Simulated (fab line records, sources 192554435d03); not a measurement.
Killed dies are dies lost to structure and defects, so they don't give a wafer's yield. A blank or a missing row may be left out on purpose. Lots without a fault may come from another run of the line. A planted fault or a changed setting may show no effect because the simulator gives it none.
fab line records | flow n5_finfet
record lots=5 wafers=15 last_day=16
route steps=1938 shown BEOL_M4@1035
lots that met no fault: from a run of the same line without faults
start_h: hours from the record's first day to the start of the lot's first wafer shown | wait_h: hours since the lot's step before | " the same as in the row above | L1.1+2: a row that stands for several wafers | - no value, or no start given | * or withheld: withheld | < > ~ a bound
route shown NAME@n: a module of which the file shows steps, and the number in the route of the first | usual: mean/standard deviation of fault-free wafers | same: alike in all rows | chamber/n: place in a boat | sites: the reading at each site | _std_site: their standard deviation | _edge_site: outer sites' mean less inner sites' | radius_mm: how far each site lies from the wafer's centre | mask NAME#n: copy n | behind: the tool/chamber that last shaped the wafer | hold: why the lot was held/for how many hours/how that ended | device: the transistor (n, p or np) that didn't switch | end of line: the same wafers' tests at the end of the route | a step without rows: its recipe alone | killed: dies lost to structure and defects at the first sort, not the wafer's yield | map: a wafer's dies, x killed, . not, _ none there
set.NAME: the setting as run; set.NAME@STEP: as run at that earlier step | model.NAME: the simulator's own value behind a step, which no gauge read
lots at some steps of the route; a table a step, a row a wafer
services: from which hour (start_h, from the record's first day; less than 0 if before it) a tool's chamber was out of use, for how many hours, and why
## steps
# step N5_BEOL_M4_OVL_MEAS_12
# recipe points_per_wafer=522
# usual M4_OVL=-0.3/0.72
# columns lot.wafer tool chamber start_h wait_h M4_OVL[nm]
L079.1 overlay-02 0 206.24 0.0 -1.1
L079.4 " 0 " " -2.1
L079.5 " 0 " " -2.0
L080.4 overlay-02 0 207.34 0.0 -0.3
L080.5 " 0 " " 1.0
L080.6 " 0 " " -0.3
L081.2 overlay-02 0 211.29 0.0 -0.1
L081.4 " 0 " " 0.7
L081.5 " 0 " " -1.2
L086.4 overlay-02 0 237.81 0.1 -0.4
L086.5 " 0 " " -2.0
L086.6 " 0 " " -1.1
L087.2 overlay-02 0 239.35 0.0 0.4
L087.3 " 0 " " -0.2
L087.6 " 0 " " 0.3
# step N5_BEOL_M4_INSPECT_13
# recipe mode=adi inspect_instrument=brightfield
# usual raw_defect_count=437/110
# columns lot.wafer tool chamber start_h wait_h raw_defect_count
L079.1 defect_inspect-01 - 206.30 0.1 325
L079.4 " - " " 312
L079.5 " - " " 271
L080.4 defect_inspect-02 - 207.39 0.0 536
L080.5 " - " " 486
L080.6 " - " " 478
L081.2 defect_inspect-02 - 211.35 0.0 438
L081.4 " - " " 364
L081.5 " - " " 361
L086.4 defect_inspect-02 - 237.85 0.0 412
L086.5 " - " " 448
L086.6 " - " " 415
L087.2 defect_inspect-01 - 239.40 0.0 293
L087.3 " - " " 369
L087.6 " - " " 368
# step N5_BEOL_M4_DESCUM_16
# recipe chemistry=O2 time_s=7 source_power_w=50 bias_power_w=20 pressure_mtorr=20 rf_frequency_hz=2.712e+07 temp_c=40 resist=CAR-EUV o2_flow_sccm=225
# usual chamber_pressure_mTorr=19.998/0.019 drypump_motor_current_A=5.7/0.45 oes_product_au=0.79/0.064 rf_vpp_V=243.0/1.3 showerhead_plenum_p_Torr=2.07/0.078 throttle_valve_pct=20.37/0.11
# columns lot.wafer tool chamber start_h wait_h chamber_pressure_mTorr drypump_motor_current_A oes_product_au rf_hours_counter_h rf_vpp_V showerhead_plenum_p_Torr throttle_valve_pct
L079.1 rie_diel-01 1 206.74 0.4 19.994 5.0 0.93 9 245.0 2.25 20.44
L079.4 " 3 " " 20.013 6.2 0.76 125 242.3 2.02 20.40
L079.5 " 1 " " 20.001 5.0 0.93 - 246.8 2.25 20.46
L080.4 rie_diel-02 1 207.42 0.0 19.964 6.2 0.76 153 241.2 1.99 20.43
L080.5 " 3 " " 20.009 5.9 0.76 - 243.6 2.19 20.14
L080.6 " 2 " " 20.010 5.7 0.86 - 240.6 2.02 20.41
L081.2 rie_diel-02 2 211.38 0.0 19.981 5.7 0.86 60 244.3 2.02 20.44
L081.4 " 3 " " 20.014 5.9 0.75 147 244.7 2.19 20.15
L081.5 " 1 " " 19.962 6.1 0.75 - 243.3 1.99 20.41
L086.4 rie_diel-04 0 238.04 0.2 19.983 6.1 0.84 62 242.2 2.02 20.24
L086.5 " 3 " " 19.981 5.5 0.81 - 244.6 2.12 20.41
L086.6 " 0 " " 19.995 6.1 0.85 - 242.7 2.02 20.23
L087.2 rie_diel-04 2 239.44 0.0 20.011 4.7 0.84 66 243.3 2.12 20.18
L087.3 " 3 " " 19.999 5.5 0.83 68 243.6 2.12 20.42
L087.6 " 0 " " 20.000 6.1 0.83 - 243.1 2.02 20.22
# step N5_BEOL_M4_ETCH_74
# recipe chemistry=N2/H2 target=underlayer target_depth_a=65 mask_material=CAR-EUV time_s=5.2 ion_energy_ev=200 pressure_mtorr=30 source_w=840 bias_w=150 n2_flow_sccm=200 h2_flow_sccm=200 ends=cleared
# usual chamber_pressure_mTorr=30.00/0.045 drypump_motor_current_A=5.7/0.45 etch_rf_on_time_s=5.21/0.089 oes_product_au=0.67/0.055 rf_vpp_V=523.5/2.9 showerhead_plenum_p_Torr=2.52/0.084 throttle_valve_pct=17.83/0.22
# columns lot.wafer tool chamber start_h wait_h chamber_pressure_mTorr drypump_motor_current_A etch_rf_on_time_s oes_product_au rf_hours_counter_h rf_vpp_V showerhead_plenum_p_Torr throttle_valve_pct
L079.1 rie_diel-01 1 206.78 0.0 30.01 5.0 5.09 0.80 9 530.6 2.70 17.66
L079.4 " 3 " " 29.94 6.2 5.27 0.65 125 524.5 2.45 17.78
L079.5 " 1 " " 29.97 5.1 5.11 0.79 - 529.8 2.70 17.63
L080.4 rie_diel-02 1 207.45 0.0 30.01 6.2 5.24 0.64 153 522.3 2.42 17.81
L080.5 " 3 " " 30.06 5.9 5.20 0.64 - 527.5 2.66 17.55
L080.6 " 2 " " 29.95 5.7 5.12 0.73 - 520.1 2.49 18.22
L081.2 rie_diel-02 2 211.42 0.0 30.00 5.7 5.08 0.75 60 521.5 2.49 18.20
L081.4 " 3 " " 29.99 5.9 5.12 0.64 147 529.6 2.66 17.56
L081.5 " 1 " " 30.00 6.1 5.21 0.63 - 519.4 2.42 17.78
L086.4 rie_diel-04 0 238.07 0.0 30.00 6.2 5.16 0.72 62 518.2 2.46 17.71
L086.5 " 3 " " 29.95 5.5 5.26 0.70 - 525.1 2.56 17.65
L086.6 " 0 " " 29.92 6.1 5.21 0.71 - 522.7 2.46 17.69
L087.2 rie_diel-04 2 239.47 0.0 29.99 4.7 5.29 0.72 66 525.3 2.58 17.60
L087.3 " 3 " " 29.97 5.5 5.22 0.69 68 525.6 2.56 17.63
L087.6 " 0 " " 29.92 6.2 5.16 0.71 - 523.5 2.46 17.72
# step N5_BEOL_M4_ETCH_63
# recipe chemistry=CF4 target=SiARC target_depth_a=156 mask_material=CAR-EUV time_s=26 ion_energy_ev=80 pressure_mtorr=40 source_w=545 bias_w=36 Ar_flow_sccm=100 cf4_flow_sccm=100 ends=cleared
# usual chamber_pressure_mTorr=40.00/0.036 drypump_motor_current_A=5.7/0.45 etch_rf_on_time_s=26.0/0.47 oes_product_au=0.67/0.055 rf_vpp_V=183.7/1.1 showerhead_plenum_p_Torr=2.13/0.064 throttle_valve_pct=15.61/0.16
# columns lot.wafer tool chamber start_h wait_h chamber_pressure_mTorr drypump_motor_current_A etch_rf_on_time_s oes_product_au rf_hours_counter_h rf_vpp_V showerhead_plenum_p_Torr throttle_valve_pct
L079.1 rie_diel-01 1 206.80 0.0 40.00 5.0 25.3 0.79 9 187.0 2.27 15.39
L079.4 " 3 " " 40.02 6.1 26.6 0.65 125 183.6 2.07 15.55
L079.5 " 1 " " 40.01 5.0 25.3 0.79 - 185.5 2.27 15.38
L080.4 rie_diel-02 1 207.47 0.0 40.00 6.1 26.0 0.64 153 183.0 2.06 15.75
L080.5 " 3 " " 40.00 5.9 25.8 0.65 - 185.1 2.23 15.33
L080.6 " 2 " " 40.03 5.7 25.1 0.75 - 184.7 2.09 15.68
L081.2 rie_diel-02 2 211.43 0.0 40.02 5.7 25.8 0.73 60 184.4 2.09 15.71
L081.4 " 3 " " 40.00 5.9 26.6 0.63 147 182.5 2.23 15.33
L081.5 " 1 " " 40.04 6.2 26.1 0.63 - 183.3 2.06 15.75
L086.4 rie_diel-04 0 238.09 0.0 39.99 6.1 25.8 0.71 62 183.9 2.11 15.60
L086.5 " 3 " " 39.98 5.5 26.3 0.70 - 184.7 2.18 15.58
L086.6 " 0 " " 39.98 6.1 25.8 0.72 - 182.8 2.11 15.62
L087.2 rie_diel-04 2 239.49 0.0 40.03 4.8 26.2 0.73 66 184.4 2.17 15.35
L087.3 " 3 " " 40.02 5.5 26.3 0.70 68 184.4 2.18 15.59
L087.6 " 0 " " 40.03 6.1 25.7 0.71 - 183.1 2.11 15.61
# step N5_BEOL_M4_ETCH_64
# recipe chemistry=N2/H2 target=SOC target_depth_a=750 overetch_a=225 mask_material=SiARC temp_c=40 time_s=121.9 ion_energy_ev=200 pressure_mtorr=30 source_w=840 bias_w=150 n2_flow_sccm=200 h2_flow_sccm=200
# usual chamber_pressure_mTorr=29.998/0.028 drypump_motor_current_A=5.7/0.45 oes_product_au=0.60/0.044 rf_vpp_V=523.4/2.5 showerhead_plenum_p_Torr=2.52/0.084 throttle_valve_pct=17.79/0.22
# columns lot.wafer tool chamber start_h wait_h chamber_pressure_mTorr drypump_motor_current_A oes_product_au rf_hours_counter_h rf_vpp_V showerhead_plenum_p_Torr throttle_valve_pct
L079.1 rie_diel-01 1 206.82 0.0 30.003 5.0 0.69 9 529.1 2.70 17.62
L079.4 " 3 " " 29.988 6.2 0.58 125 521.7 2.45 17.74
L079.5 " 1 " " 29.992 5.1 0.69 - 529.7 2.70 17.60
L080.4 rie_diel-02 1 207.50 0.0 29.961 6.1 0.57 153 520.7 2.42 17.76
L080.5 " 3 " " 29.957 5.9 0.57 - 528.2 2.66 17.53
L080.6 " 2 " " 30.012 5.7 0.65 - 523.7 2.49 18.18
L081.2 rie_diel-02 2 211.46 0.0 29.945 5.7 0.64 60 521.9 2.49 18.20
L081.4 " 3 " " 30.025 5.9 0.57 147 527.1 2.66 17.52
L081.5 " 1 " " 29.993 6.2 0.57 - 520.9 2.42 17.77
L086.4 rie_diel-04 0 238.12 0.0 29.978 6.1 0.64 62 521.9 2.46 17.66
L086.5 " 3 " " 29.998 5.5 0.62 - 525.2 2.56 17.61
L086.6 " 0 " " 29.972 6.1 0.63 - 521.0 2.46 17.68
L087.2 rie_diel-04 2 239.51 0.0 29.955 4.7 0.64 66 524.0 2.58 17.54
L087.3 " 3 " " 30.010 5.5 0.62 69 525.2 2.56 17.62
L087.6 " 0 " " 30.018 6.1 0.64 - 521.4 2.46 17.67
# step N5_BEOL_M4_STRIP_65
# recipe chemistry=N2/H2 temp_c=40 n2_flow_sccm=200 h2_flow_sccm=200 rf_frequency_hz=6e+07
# columns lot.wafer tool chamber start_h wait_h
L079.1+4+5 rie_diel-01 1,3,1 206.94 0.1
L080.4+5+6 rie_diel-02 1,3,2 207.61 0.1
L081.2+4+5 rie_diel-02 2,3,1 211.57 0.1
L086.4+5+6 rie_diel-04 0,3,0 238.23 0.1
L087.2+3+6 rie_diel-04 2,3,0 239.63 0.1
# step N5_BEOL_M4_STRIP_75
# recipe chemistry=N2/H2 temp_c=40 n2_flow_sccm=200 h2_flow_sccm=200 rf_frequency_hz=6e+07
# columns lot.wafer tool chamber start_h wait_h
L079.1+4+5 rie_diel-01 1,3,1 206.95 0.0
L080.4+5+6 rie_diel-02 1,3,2 207.62 0.0
L081.2+4+5 rie_diel-02 2,3,1 211.58 0.0
L086.4+5+6 rie_diel-04 0,3,0 238.24 0.0
L087.2+3+6 rie_diel-04 2,3,0 239.64 0.0
# step N5_BEOL_M4_STRIP_66
# recipe chemistry=CF4 resist=SiARC power_w=300 bias_power_w=75 pressure_mtorr=50 cf4_flow_sccm=150 rf_frequency_hz=6e+07
# usual chamber_pressure_mTorr=50.00/0.049 drypump_motor_current_A=5.7/0.46 oes_product_au=0.78/0.059 rf_vpp_V=270.8/1.3 showerhead_plenum_p_Torr=1.78/0.051 throttle_valve_pct=13.57/0.16
# columns lot.wafer tool chamber start_h wait_h chamber_pressure_mTorr drypump_motor_current_A oes_product_au rf_hours_counter_h rf_vpp_V showerhead_plenum_p_Torr throttle_valve_pct
L079.1 rie_diel-01 1 206.96 0.0 50.05 5.0 0.91 9 273.5 1.89 13.31
L079.4 " 3 " " 50.02 6.2 0.76 125 270.7 1.73 13.49
L079.5 " 1 " " 49.99 5.0 0.91 - 273.6 1.89 13.31
L080.4 rie_diel-02 1 207.63 0.0 50.03 6.1 0.74 153 269.4 1.72 13.71
L080.5 " 3 " " 50.05 5.9 0.74 - 271.0 1.86 13.31
L080.6 " 2 " " 49.92 5.7 0.84 - 269.2 1.75 13.63
L081.2 rie_diel-02 2 211.59 0.0 49.99 5.7 0.84 60 270.4 1.75 13.60
L081.4 " 3 " " 49.99 5.9 0.74 147 272.6 1.86 13.31
L081.5 " 1 " " 49.95 6.1 0.73 - 269.5 1.72 13.72
L086.4 rie_diel-04 0 238.25 0.0 49.98 6.1 0.82 62 269.6 1.77 13.56
L086.5 " 3 " " 50.04 5.5 0.82 - 270.5 1.82 13.51
L086.6 " 0 " " 50.00 6.2 0.82 - 270.2 1.77 13.56
L087.2 rie_diel-04 2 239.65 0.0 49.95 4.7 0.84 66 271.7 1.82 13.35
L087.3 " 3 " " 49.94 5.5 0.82 69 270.8 1.82 13.50
L087.6 " 0 " " 50.06 6.1 0.82 - 269.9 1.77 13.55
# step N5_BEOL_M4_HM_OPEN_17
# recipe chemistry=Cl2/BCl3 target_depth_a=200 overetch_a=60 target=TiN mask_material=SOC ion_energy_ev=150 pressure_mtorr=10 icp_w=1000 bias_w=126 Cl2_flow_sccm=53.25 bcl3_flow_sccm=21.75 Ar_flow_sccm=25
# usual chamber_pressure_mTorr=10.000/0.01 drypump_motor_current_A=5.8/0.35 oes_product_au=0.70/0.09 throttle_valve_pct=22.12/0.16
# columns lot.wafer tool chamber start_h wait_h chamber_pressure_mTorr drypump_motor_current_A oes_product_au rf_hours_counter_h throttle_valve_pct
L079.1 rie_metal-03 0 207.00 0.0 10.005 5.4 0.77 7 22.24
L079.4 " 0 " " 9.997 5.4 0.76 - 22.25
L079.5 " 0 " " 10.008 5.4 0.76 - 22.23
L080.4 rie_metal-01 1 207.71 0.1 10.006 5.7 0.66 - 22.21
L080.5 " 0 " " 10.017 6.3 0.66 - 21.94
L080.6 " 1 " " 10.012 5.7 0.67 - 22.23
L081.2 rie_metal-01 0 211.63 0.0 10.014 6.3 0.65 52 21.95
L081.4 " 0 " " 9.993 6.3 0.66 - 21.91
L081.5 " 1 " " 10.012 5.8 0.67 - 22.22
L086.4 rie_metal-01 1 238.32 0.1 10.014 5.7 0.66 - 22.25
L086.5 " 1 " " 10.017 5.7 0.65 - 22.25
L086.6 " 0 " " 9.998 6.4 0.64 - 21.97
L087.2 rie_metal-02 0 239.69 0.0 9.990 6.2 0.81 2 21.92
L087.3 " 1 " " 9.983 5.9 0.52 - 22.44
L087.6 " 1 " " 10.004 5.9 0.52 - 22.44
# step N5_BEOL_M4_STRIP_19
# recipe chemistry=O2 power_w=400 temp_c=40 pressure_mtorr=30 rf_frequency_hz=6e+07 bias_power_w=0 overash_fraction=0.2 o2_flow_sccm=225
# usual chamber_pressure_mTorr=30.00/0.035 drypump_motor_current_A=5.7/0.47 oes_product_au=0.80/0.063 rf_vpp_V=3.7/0.48 showerhead_plenum_p_Torr=2.08/0.077 throttle_valve_pct=16.62/0.11
# columns lot.wafer tool chamber start_h wait_h chamber_pressure_mTorr drypump_motor_current_A oes_product_au rf_hours_counter_h rf_vpp_V showerhead_plenum_p_Torr throttle_valve_pct
L079.1 rie_diel-01 1 207.11 0.1 30.01 5.0 0.93 9 3.3 2.25 16.64
L079.4 " 2 " " 30.01 5.6 0.77 138 3.4 2.11 16.69
L079.5 " 2 " " 30.06 5.6 0.76 - 4.0 2.11 16.69
L080.4 rie_diel-01 1 207.79 0.1 29.98 5.0 0.92 9 4.1 2.25 16.61
L080.5 " 0 " " 29.98 6.2 0.82 - 2.9 2.03 16.63
L080.6 " 1 " " 30.00 5.0 0.93 - 2.4 2.25 16.62
L081.2 rie_diel-02 0 211.74 0.1 30.00 5.2 0.69 207 4.0 2.06 16.74
L081.4 " 3 " " 29.95 5.9 0.76 147 4.1 2.19 16.42
L081.5 " 3 " " 30.01 5.9 0.75 - 3.5 2.19 16.40
L086.4 rie_diel-02 1 238.40 0.1 30.03 6.1 0.74 164 3.5 1.99 16.74
L086.5 " 2 " " 30.04 5.7 0.85 - 3.9 2.02 16.67
L086.6 " 1 " " 29.95 6.1 0.74 - 2.9 1.99 16.71
L087.2 rie_diel-04 3 239.80 0.1 30.07 5.5 0.83 69 3.6 2.13 16.61
L087.3 " 2 " " 29.97 4.7 0.85 66 4.0 2.12 16.42
L087.6 " 2 " " 30.02 4.7 0.85 - 3.8 2.12 16.42
# step N5_BEOL_M4_CD_MEAS_18
# recipe pitch_nm=36 target_cd_nm=18
# usual cd_nm=18.1/0.33
# columns lot.wafer tool chamber start_h wait_h cd_nm
L079.1 cd_sem-01 - 207.18 0.0 18.4
L079.4 " - " " 17.7
L079.5 " - " " 17.8
L080.4 cd_sem-01 - 207.87 0.1 18.5
L080.5 " - " " 18.4
L080.6 " - " " 18.4
L081.2 cd_sem-03 - 211.82 0.1 17.9
L081.4 " - " " 18.7
L081.5 " - " " 18.7
L086.4 cd_sem-01 - 238.48 0.1 18.4
L086.5 " - " " 18.6
L086.6 " - " " 18.8
L087.2 cd_sem-03 - 239.87 0.1 18.0
L087.3 " - " " 18.1
L087.6 " - " " 18.4
# step N5_BEOL_M4_COAT_67
# recipe resist=SOC temp_c=250 time_s=60 spin_rpm=1500 resist_thk_nm=60
# usual plate_temp_C=249.98/0.16
# columns lot.wafer tool chamber start_h wait_h plate_temp_C
L079.1 litho_track-03 0 207.22 0.0 250.15
L079.4 " 0 " " 249.71
L079.5 " 0 " " 250.26
L080.4 litho_track-01 0 207.90 0.0 250.03
L080.5 " 0 " " 249.78
L080.6 " 0 " " 250.01
L081.2 litho_track-03 0 211.85 0.0 250.04
L081.4 " 0 " " 249.72
L081.5 " 0 " " 250.03
L086.4 litho_track-01 0 238.51 0.0 249.94
L086.5 " 0 " " 249.85
L086.6 " 0 " " 249.94
L087.2 litho_track-02 0 239.91 0.0 250.07
L087.3 " 0 " " 250.07
L087.6 " 0 " " 250.02
# step N5_BEOL_M4_COAT_68
# recipe resist=SiARC temp_c=220 time_s=60 spin_rpm=1500 resist_thk_nm=12
# usual plate_temp_C=220.03/0.16
# columns lot.wafer tool chamber start_h wait_h plate_temp_C
L079.1 litho_track-03 0 - - 220.11
L079.4 " 0 " " 219.99
L079.5 " 0 " " 220.30
L080.4 litho_track-01 0 - - 219.92
L080.5 " 0 " " 219.91
L080.6 " 0 " " 220.10
L081.2 litho_track-03 0 - - 220.16
L081.4 " 0 " " 219.96
L081.5 " 0 " " 220.34
L086.4 litho_track-01 0 - - 220.01
L086.5 " 0 " " 219.83
L086.6 " 0 " " 220.04
L087.2 litho_track-02 0 - - 220.00
L087.3 " 0 " " 220.03
L087.6 " 0 " " 220.18
# step N5_BEOL_M4_COAT_76
# recipe resist=underlayer temp_c=205 time_s=60 spin_rpm=1500 resist_thk_nm=5
# usual plate_temp_C=204.99/0.18
# columns lot.wafer tool chamber start_h wait_h plate_temp_C
L079.1 litho_track-03 0 - - 204.95
L079.4 " 0 " " 205.08
L079.5 " 0 " " 205.25
L080.4 litho_track-01 0 - - 204.87
L080.5 " 0 " " 204.93
L080.6 " 0 " " 204.87
L081.2 litho_track-03 0 - - 204.80
L081.4 " 0 " " 204.73
L081.5 " 0 " " 204.98
L086.4 litho_track-01 0 - - 205.17
L086.5 " 0 " " 205.28
L086.6 " 0 " " 205.07
L087.2 litho_track-02 0 - - 205.03
L087.3 " 0 " " 205.20
L087.6 " 0 " " 205.03
# step N5_BEOL_M4_COAT_22
# recipe resist=CAR-EUV spin_rpm=1500 resist_thk_nm=30
# columns lot.wafer tool chamber start_h wait_h
L079.1+4+5 litho_track-03 0 - -
L080.4+5+6 litho_track-01 0 - -
L081.2+4+5 litho_track-03 0 - -
L086.4+5+6 litho_track-01 0 - -
L087.2+3+6 litho_track-02 0 - -
# step N5_BEOL_M4_EBR_24
# recipe solvent=PGMEA ebr_width_mm=1.5
# columns lot.wafer tool chamber start_h wait_h
L079.1+4+5 litho_track-03 0 - -
L080.4+5+6 litho_track-01 0 - -
L081.2+4+5 litho_track-03 0 - -
L086.4+5+6 litho_track-01 0 - -
L087.2+3+6 litho_track-02 0 - -
# step N5_BEOL_M4_SOFTBAKE_23
# recipe temp_c=110 time_s=60 resist=CAR-EUV
# usual plate_temp_C=110.02/0.12
# columns lot.wafer tool chamber start_h wait_h plate_temp_C
L079.1 litho_track-03 0 - - 110.01
L079.4 " 0 " " 110.13
L079.5 " 0 " " 110.38
L080.4 litho_track-01 0 - - 110.19
L080.5 " 0 " " 110.00
L080.6 " 0 " " 110.06
L081.2 litho_track-03 0 - - 109.93
L081.4 " 0 " " 110.10
L081.5 " 0 " " 109.93
L086.4 litho_track-01 0 - - 109.97
L086.5 " 0 " " 110.07
L086.6 " 0 " " 110.11
L087.2 litho_track-02 0 - - 110.10
L087.3 " 0 " " 110.09
L087.6 " 0 " " 110.16
# step N5_BEOL_M4_EXPOSE_25
# recipe mask_id=V3 na=0.33 source_shape=quasar sigma_inner=0.2 sigma_outer=0.8 polarization=unpolarized defocus_nm=5 dose_mj=63
# columns lot.wafer tool chamber start_h wait_h mask
L079.1+4+5 euv_scanner-01 0 207.36 - V3#0
L080.4+5+6 euv_scanner-01 0 208.06 - V3#0
L081.2+4+5 euv_scanner-02 0 212.12 - V3#0
L086.4+5+6 euv_scanner-02 0 238.80 - V3#0
L087.2+3+6 euv_scanner-02 0 240.05 - V3#0
# step N5_BEOL_M4_PEB_26
# recipe peb_temp_c=100 peb_time_s=60 resist=CAR-EUV
# usual plate_temp_C=100.01/0.13
# same peb_time_s=60
# columns lot.wafer tool chamber start_h wait_h plate_temp_C
L079.1 litho_track-01 0 207.44 0.1 99.78
L079.4 " 0 " " 99.87
L079.5 " 0 " " 99.96
L080.4 litho_track-02 0 208.12 0.0 100.06
L080.5 " 0 " " 100.16
L080.6 " 0 " " 99.97
L081.2 litho_track-03 0 212.19 0.1 100.13
L081.4 " 0 " " 100.01
L081.5 " 0 " " 100.16
L086.4 litho_track-03 0 238.85 0.0 99.93
L086.5 " 0 " " 100.03
L086.6 " 0 " " 99.73
L087.2 litho_track-02 0 240.12 0.1 99.97
L087.3 " 0 " " 100.02
L087.6 " 0 " " 100.10
# step N5_BEOL_M4_DEVELOP_27
# recipe develop_time_s=30 developer=TMAH resist=CAR-EUV rinse_liquid=surfactant_rinse dry=air_spin dev_temp_c=23
# same develop_time_s=30
# columns lot.wafer tool chamber start_h wait_h
L079.1+4+5 litho_track-01 0 - -
L080.4+5+6 litho_track-02 0 - -
L081.2+4+5 litho_track-03 0 - -
L086.4+5+6 litho_track-03 0 - -
L087.2+3+6 litho_track-02 0 - -
# step N5_BEOL_M4_CD_MEAS_28
# recipe target_cd_nm=26.2 landing_energy_ev=500 detector=se_inlens target_cd_y_nm=24.1 polarity=opening
# usual cd_nm=26.25/0.25
# columns lot.wafer tool chamber start_h wait_h cd_nm
L079.1 cd_sem-01 0 207.51 - 26.05
L079.4 " 0 " " 25.97
L079.5 " 0 " " 26.04
L080.4 cd_sem-03 0 208.19 - 26.30
L080.5 " 0 " " 26.72
L080.6 " 0 " " 26.31
L081.2 cd_sem-01 0 212.26 - 25.89
L081.4 " 0 " " 25.81
L081.5 " 0 " " 25.72
L086.4 cd_sem-03 0 238.92 - 25.90
L086.5 " 0 " " 25.93
L086.6 " 0 " " 26.12
L087.2 cd_sem-01 0 240.19 - 26.76
L087.3 " 0 " " 26.42
L087.6 " 0 " " 26.41
# step N5_BEOL_M4_OVL_MEAS_29
# recipe points_per_wafer=522
# usual V3_OVL=-0.2/0.6
# columns lot.wafer tool chamber start_h wait_h V3_OVL[nm]
L079.1 overlay-02 0 207.54 0.0 -1.2
L079.4 " 0 " " -0.6
L079.5 " 0 " " -1.5
L080.4 overlay-02 0 208.26 0.1 0.5
L080.5 " 0 " " -0.3
L080.6 " 0 " " 0.6
L081.2 overlay-02 0 212.29 0.0 -0.2
L081.4 " 0 " " -0.5
L081.5 " 0 " " 0.1
L086.4 overlay-02 0 238.97 0.0 -0.4
L086.5 " 0 " " 0.1
L086.6 " 0 " " -0.3
L087.2 overlay-02 0 240.23 0.0 0.4
L087.3 " 0 " " -0.1
L087.6 " 0 " " 0.4
# step N5_BEOL_M4_INSPECT_30
# recipe mode=adi inspect_instrument=brightfield
# usual raw_defect_count=431/100
# columns lot.wafer tool chamber start_h wait_h raw_defect_count
L079.1 defect_inspect-01 - 207.59 0.1 342
L079.4 " - " " 311
L079.5 " - " " 294
L080.4 defect_inspect-01 - 208.30 0.0 494
L080.5 " - " " 449
L080.6 " - " " 458
L081.2 defect_inspect-02 - 212.35 0.0 452
L081.4 " - " " 371
L081.5 " - " " 369
L086.4 defect_inspect-02 - 239.01 0.0 408
L086.5 " - " " 447
L086.6 " - " " 384
L087.2 defect_inspect-01 - 240.28 0.0 314
L087.3 " - " " 362
L087.6 " - " " 386
# step N5_BEOL_M4_DESCUM_33
# recipe chemistry=O2 time_s=7 source_power_w=50 bias_power_w=20 pressure_mtorr=20 rf_frequency_hz=2.712e+07 temp_c=40 resist=CAR-EUV o2_flow_sccm=225
# usual chamber_pressure_mTorr=19.998/0.018 drypump_motor_current_A=5.6/0.49 oes_product_au=0.80/0.059 rf_vpp_V=242.9/1.3 showerhead_plenum_p_Torr=2.08/0.079 throttle_valve_pct=20.37/0.12
# columns lot.wafer tool chamber start_h wait_h chamber_pressure_mTorr drypump_motor_current_A oes_product_au rf_hours_counter_h rf_vpp_V showerhead_plenum_p_Torr throttle_valve_pct
L079.1 rie_diel-04 2 207.63 0.0 20.001 4.7 0.86 53 244.9 2.12 20.15
L079.4 " 0 " " 20.034 6.2 0.85 - 242.4 2.02 20.22
L079.5 " 1 " " 19.985 5.4 0.74 - 241.1 2.01 20.47
L080.4 rie_diel-02 0 208.33 0.0 20.013 5.2 0.69 206 243.0 2.06 20.40
L080.5 " 2 " " 20.017 5.7 0.86 - 242.3 2.02 20.42
L080.6 " 3 " " 20.015 5.9 0.76 - 245.4 2.19 20.14
L081.2 rie_diel-01 2 212.38 0.0 19.984 5.6 0.77 139 244.6 2.10 20.46
L081.4 " 0 " " 19.969 6.2 0.83 78 243.0 2.02 20.35
L081.5 " 2 " " 20.000 5.6 0.77 - 243.9 2.10 20.46
L086.4 rie_diel-02 0 239.04 0.0 20.015 5.2 0.68 217 242.9 2.06 20.43
L086.5 " 3 " " 19.980 5.9 0.75 - 243.5 2.19 20.16
L086.6 " 0 " " 19.993 5.2 0.68 - 243.6 2.06 20.41
L087.2 rie_diel-04 1 240.60 0.3 20.027 5.4 0.74 162 241.2 2.00 20.50
L087.3 " 3 " " 19.972 5.5 0.82 69 242.2 2.12 20.40
L087.6 " 2 " " 19.995 4.7 0.85 - 244.5 2.12 20.17
# step N5_BEOL_M4_ETCH_77
# recipe chemistry=N2/H2 target=underlayer target_depth_a=65 mask_material=CAR-EUV time_s=5.2 ion_energy_ev=200 pressure_mtorr=30 source_w=840 bias_w=150 n2_flow_sccm=200 h2_flow_sccm=200 ends=cleared
# usual chamber_pressure_mTorr=30.00/0.041 drypump_motor_current_A=5.6/0.49 etch_rf_on_time_s=5.20/0.083 oes_product_au=0.68/0.051 rf_vpp_V=523.6/2.9 showerhead_plenum_p_Torr=2.53/0.084 throttle_valve_pct=17.81/0.21
# columns lot.wafer tool chamber start_h wait_h chamber_pressure_mTorr drypump_motor_current_A etch_rf_on_time_s oes_product_au rf_hours_counter_h rf_vpp_V showerhead_plenum_p_Torr throttle_valve_pct
L079.1 rie_diel-04 2 207.66 0.0 30.03 4.8 5.31 0.72 53 525.4 2.58 17.54
L079.4 " 0 " " 29.97 6.2 5.22 0.72 - 522.9 2.47 17.71
L079.5 " 1 " " 30.06 5.4 5.32 0.64 - 525.5 2.46 18.13
L080.4 rie_diel-02 0 208.37 0.0 29.93 5.2 5.33 0.58 206 523.0 2.52 18.01
L080.5 " 2 " " 30.02 5.7 5.05 0.73 - 522.5 2.49 18.21
L080.6 " 3 " " 30.03 5.9 5.12 0.65 - 524.8 2.66 17.56
L081.2 rie_diel-01 2 212.42 0.0 29.96 5.6 5.25 0.64 139 523.8 2.56 18.03
L081.4 " 0 " " 29.98 6.2 5.10 0.70 78 519.8 2.45 17.73
L081.5 " 2 " " 29.93 5.6 5.26 0.64 - 522.1 2.56 18.01
L086.4 rie_diel-02 0 239.07 0.0 29.92 5.2 5.33 0.58 217 525.3 2.52 18.04
L086.5 " 3 " " 29.96 5.9 5.17 0.63 - 525.6 2.65 17.60
L086.6 " 0 " " 29.99 5.2 5.37 0.58 - 525.1 2.52 18.04
L087.2 rie_diel-04 1 240.63 0.0 29.96 5.4 5.22 0.64 162 521.0 2.45 18.14
L087.3 " 3 " " 29.96 5.5 5.25 0.69 69 525.4 2.56 17.66
L087.6 " 2 " " 30.00 4.8 5.34 0.72 - 523.8 2.58 17.58
## services
# columns tool chamber start_h hours kind
rie_metal-02 0 182.77 - clean
rie_metal-02 0 182.77 20.1 scheduled_down
rie_metal-02 0 182.77 20.1 vent_cycle
euv_scanner-01 - 188.84 1.0 pm
rie_diel-01 - 196.61 0.9 repair
rie_diel-04 3 198.02 17.3 repair
euv_scanner-02 0 200.40 - calibration
euv_scanner-02 - 208.92 1.0 pm
rie_metal-02 - 210.06 10.0 pm
rie_diel-02 2 220.41 6.5 repair
rie_diel-04 1 221.06 3.8 repair
rie_diel-01 2 231.74 9.0 repair
## key
fault none
